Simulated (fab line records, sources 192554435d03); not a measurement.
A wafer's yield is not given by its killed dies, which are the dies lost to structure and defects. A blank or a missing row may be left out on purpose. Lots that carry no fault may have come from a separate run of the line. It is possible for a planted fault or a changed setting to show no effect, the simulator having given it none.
Comparing a struck lot with a sound one ; flow n5Finfet ; 40 out of 1938 route steps
Sound: wafers L241.2, L241.5, L241.6. Wafers L238.1, L238.3, L238.4 were the ones struck. The cause is named last.
At each step with rows: each side's tool, then ch and its chambers, then its first start. Under that, the readings that differ: sound wafers ; struck wafers ; difference of the means ; sigmas: that difference in standard deviations of wafers without a fault.
alike: a reading whose means differ by less than 2 such deviations, as well as words and numbers matching on both sides. not compared: withheld readings; readings where some wafer has no value; bounds like >300 that might hide an equal value; numbers whose values overlap and for which the record gives no deviation.
The two part at a step that has a row with sigmas, a row that says differs or no value, or rows on one side only. Numbers that don't overlap but have no deviation are shown without sigmas and don't part them. Lack of a reading on every wafer of one side parts them only where that side has two or more wafers.

first, 11 steps without rows for these wafers: N5_DUMMY_REMOVAL_HM_STRIP_01 (strips SiNx in CH3F/O2, stops on poly-Si, target depth 4 nm, time 6.8 s); N5_DUMMY_REMOVAL_STRIP_10 (strips in N2/H2, time 40 s); N5_DUMMY_REMOVAL_PRECLEAN_07 (cleans in dHF, time 30 s); N5_DUMMY_REMOVAL_DUMMY_REMOVE_02 (chemistry TMAH, target poly-Si, stops on SiO2, target depth 142 nm, time 57 s, rinse time 30 s); N5_DUMMY_REMOVAL_PRECLEAN_08 (cleans in NF3:NH3, afs cycles 2, time 20 s, sublimation time 60 s); N5_DUMMY_REMOVAL_PRECLEAN_04 (cleans in DHF, time 37 s); N5_DUMMY_REMOVAL_SRD_05 (time 30 s); N5_HKMG_FIN_IL_REGROW_00 (material SiO2, chemistry O3, target thk 0.75 nm, time 30 s); N5_HKMG_FIN_HK_ALD_01 (deposits HfO2, target thk 1.6 nm, pulse time 3 s, purge time 3 s); N5_HKMG_FIN_HK_ANNEAL_02 (time 30 s); N5_HKMG_FIN_ALD_74 (deposits La2O3, target thk 0.5 nm, pulse time 6 s, co reactant pulse time 1 s).
N5_HKMG_FIN_ALD_75: deposits Al2O3, target thk 1 nm, co reactant pulse time 1 s.
  sound on aldHk-03 ch 0,3, day 8 07:07; struck on aldHk-02 ch 0,2,3, day 7 13:08
  no value came back on the struck wafers for heaterPowerOuterW (W), heaterPowerW (W), precursorPulseHeightRel; on the sound wafers heaterPowerOuterW (W) reads 91 92 94
then, 26 steps without rows for these wafers: N5_HKMG_FIN_COAT_41 (time 60 s, resist thk 300 nm); N5_HKMG_FIN_COAT_42 (time 60 s, resist thk 35 nm); N5_HKMG_FIN_COAT_43 (resist thk 90 nm); N5_HKMG_FIN_EBR_45; N5_HKMG_FIN_SOFTBAKE_44 (time 60 s); N5_HKMG_FIN_EXPOSE_46 (exposes mask NDIPOLE); N5_HKMG_FIN_PEB_47 (peb time 60 s); N5_HKMG_FIN_DEVELOP_48 (develop time 30 s); N5_HKMG_FIN_DESCUM_53 (chemistry O2, time 7.9 s); N5_HKMG_FIN_ETCH_54 (etches SiARC in CF4, target depth 45.5 nm, time 75.8 s); N5_HKMG_FIN_ETCH_55 (etches SOC in N2/H2, target depth 240 nm, time 300 s); N5_HKMG_FIN_STRIP_56 (strips in N2/H2); N5_HKMG_FIN_STRIP_57 (strips in CF4); N5_HKMG_FIN_ETCH_58 (etches SOC in N2/H2, target depth 215.8 nm, time 741 s); N5_HKMG_FIN_STRIP_93 (strips SOC in N2/H2, time 20 s); N5_HKMG_FIN_WET_ETCH_76 (etches Al2O3 in dNH4OH, stops on La2O3, target depth 2.25 nm, rinse time 30 s); N5_HKMG_FIN_STRIP_60 (strips in N2/H2, time 360 s); N5_HKMG_FIN_WET_ETCH_77 (etches La2O3 in dHCl, stops on HfO2, target depth 2 nm); N5_HKMG_FIN_WET_ETCH_78 (etches Al2O3 in dNH4OH, stops on La2O3, target depth 4.5 nm, rinse time 30 s); N5_HKMG_FIN_ALD_79 (deposits TiN, target thk 1.5 nm, pulse time 1 s, purge time 3 s); N5_HKMG_FIN_CVD_62 (deposits a-Si from Si2H6, target thk 3 nm, time 20.8 s); N5_HKMG_FIN_RTA_80 (time 2 s); N5_HKMG_FIN_PRECLEAN_64 (cleans in dHF, time 30 s); N5_HKMG_FIN_WET_ETCH_65 (etches a-Si in TMAH, stops on TiN, time 49 s, target depth 3 nm); N5_HKMG_FIN_WET_ETCH_81 (etches TiN in SC1, stops on HfO2, time 57 s, target depth 6 nm); N5_HKMG_FIN_WET_ETCH_82 (etches La2O3 in dHCl, stops on HfO2, target depth 2 nm, rinse time 30 s).
-- a jump in the record: the struck wafers' starts before and after are 4 days apart (it breaks off in module HKMG_FIN and resumes in module BEOL_M4, where the first step shown is number 1111 of the route) --
N5_BEOL_M4_RC_MEAS_101:
  sound on prober-02 ch 0, day 12 07:05; struck on prober-01 ch 0, day 11 09:43
reading;sound;struck;difference;sigmas
IOFF_P (nA/um);0.19 0.22 0.21;54.53 53.41 49.26;+52.19;+99 or more
IOFF_P_85C (nA/um);3.4 3.7 3.6;376.8 370.6 347.6;+361.4;+99 or more
IOFF_P_LIN (nA/um);0.093 0.101 0.099;23.221 22.927 21.612;+22.489;+99 or more
IOFF_P_LONG (nA/um);0.000108 0.000111 0.00011;0.019495 0.019376 0.01943;+0.019324;+99 or more
ION_P (uA/um);458 468 462;663 666 663;+201;+29
VT_N_LVT (mV);100 99 98;245 248 247;+148;+48
VT_P (mV);-250 -251 -251;-96 -95 -96;+155;+48
VT_P_LONG (mV);-273 -276 -276;-124 -125 -125;+150;+44
  alike: DIBL_N, DIBL_P, IOFF_N, ION_N, SS_N, SS_P, VT_N
-- the record jumps here: 4 days lie between the struck wafers' starts before and after (it left off in module BEOL_M4 and takes up again in module PASSIVATION, whose first step shown is number 1936 of the route) --
N5_PASSIVATION_PROBE_49:
  sound on prober-01 at day 16 14:29; struck on prober-01 at day 15 10:08
reading;sound;struck;difference;sigmas
sort_bin_4_leakage (%);0 0 0;92.03 90.85 95.42;+92.77;+99 or more
sortNPass;1077 1053 1088;0 0 0;-1073;-63
sortYieldPct (%);91.3 89.2 92.2;0 0 0;-91;-65
  alike: defectLimitedYield, killed_at_M0_to_M3, killed_at_M4_up, killedAtContacts, killedAtFrontEnd, killedAtOther, killedDies, killedOpen, killedShort, sort_bin_5_function, sort_bin_6_memory

## WHERE THEY PART
First at N5_HKMG_FIN_ALD_75; last, within this record, at N5_PASSIVATION_PROBE_49.

WHY: the cause the simulator had injected
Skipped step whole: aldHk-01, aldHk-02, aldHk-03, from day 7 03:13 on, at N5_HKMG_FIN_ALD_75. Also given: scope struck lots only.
